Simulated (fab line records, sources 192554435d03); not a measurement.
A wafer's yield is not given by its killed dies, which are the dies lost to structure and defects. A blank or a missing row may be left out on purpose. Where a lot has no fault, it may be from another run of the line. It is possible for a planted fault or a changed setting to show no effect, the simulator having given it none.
Split-lot study    flow n5-finfet    21 wafers read from 7 lots, route of 1938 steps

THE SPLIT
At N5_WELL_APT_PEB_06 (peb time 90 s), the setting peb-time-s was moved away from the recipe's 90 s on 10 of the 21 wafers read, by -21.6% to +7.0%. For the rest of the wafers, this setting stayed at what the recipe calls for.

FROM THE SPLIT TO THE READING: what the file shows between them, 2 steps
- N5_WELL_APT_DEVELOP_07: develop time 45 s (also split here: develop-time-s)
- N5_WELL_APT_HARDBAKE_12: time 120 s

THE READING
cd-nm (nm) at N5_WELL_APT_CD_MEAS_08, where the cd target is 200 nm. Fault-free wafers of this fab line usually give 200.3 nm, standard deviation 1.7 nm.

wafer   tool, chamber at the split  peb-time-s as run, s  against the recipe  cd-nm, nm  against lot-mates on the recipe
L078.2  litho-track-05, 0           90                    recipe              201.0      -
L078.4  litho-track-05, 0           90                    recipe              201.9      -
L078.5  litho-track-05, 0           90                    recipe              200.5      -
L082.3  litho-track-05, 0           96.31                 +7.0%               203.8      +3.1
L082.4  litho-track-05, 0           90                    recipe              201.3      -
L082.5  litho-track-05, 0           90                    recipe              200.2      -
L087.2  litho-track-01, 0           90                    recipe              203.0      -
L087.3  litho-track-01, 0           90                    recipe              201.2      -
L087.6  litho-track-01, 0           70.55                 -21.6%              193.6      -8.5
L088.1  litho-track-01, 0           90                    recipe              203.3      -
L088.2  litho-track-01, 0           74.53                 -17.2%              194.4      -8.9
L088.3  litho-track-01, 0           74.53                 -17.2%              194.1      -9.2
L089.2  litho-track-05, 0           73.7                  -18.1%              191.6      -6.6
L089.3  litho-track-05, 0           73.7                  -18.1%              191.0      -7.2
L089.5  litho-track-05, 0           90                    recipe              198.2      -
L092.1  litho-track-01, 0           83.34                 -7.4%               196.1      -4.8
L092.2  litho-track-01, 0           83.34                 -7.4%               199.9      -1.0
L092.5  litho-track-01, 0           90                    recipe              200.9      -
L095.1  litho-track-01, 0           74.33                 -17.4%              191.0      -9.6
L095.4  litho-track-01, 0           74.33                 -17.4%              190.6      -10.0
L095.6  litho-track-01, 0           90                    recipe              200.6      -

FIT RESULTS
A straight line over all 21 wafers: cd-nm changes by +0.471 nm for each +1% of peb-time-s; r = +0.94; the points scatter about the line by 1.6 nm.
The same after taking each lot's own level away (the mean of its wafers on the recipe; 21 wafers): +0.463 nm for each +1%; r = +0.96; scatter 1.2 nm.
The reading moves by 10 nm for the largest change in peb-time-s, on that fit.
Measured against the standard deviation above, the lots' own levels, which go from 198.20 to 203.30 nm, span 3.0 times it.
Hence the lot-to-lot level has little effect on the slope; both slopes agree.
Check: for one of the wafers moved furthest among these (-21.6%), held out of the fit, the line's prediction against its lot-mates is -10.4 nm. It came out at -8.5 nm against them.

THE OTHER SPLITS THESE WAFERS WENT THROUGH
These wafers also went through other splits before the reading. Each is held against what the fit with the lots' levels taken away leaves over:
other split on the same wafers         wafers away from the commonest value  r with cd-nm (lot level and that fit taken away)
N5_WELL_APT_COAT_02 spin-rpm           4                                     +0.39
N5_WELL_APT_DEVELOP_07 develop-time-s  7                                     -0.19

THE WHOLE CHAIN: every reading that the file lists as answering this split, in the file's order
step                    what it does              reading                                                          change (the file's fit)                r (the file's)
N5_WELL_APT_CD_MEAS_08  target cd 200 nm          cd-nm                                                            +0.452 nm for each +1% of the setting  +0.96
N5_WELL_APT_DESCUM_13   chemistry O2, time 7.9 s  WELL_APT.cd-nm (the simulator's own value, which no gauge read)  +0.447 nm for each +1% of the setting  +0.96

FILE'S OWN FIT
cd-nm changes by +0.452 nm for each +1% of peb-time-s, r = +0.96.
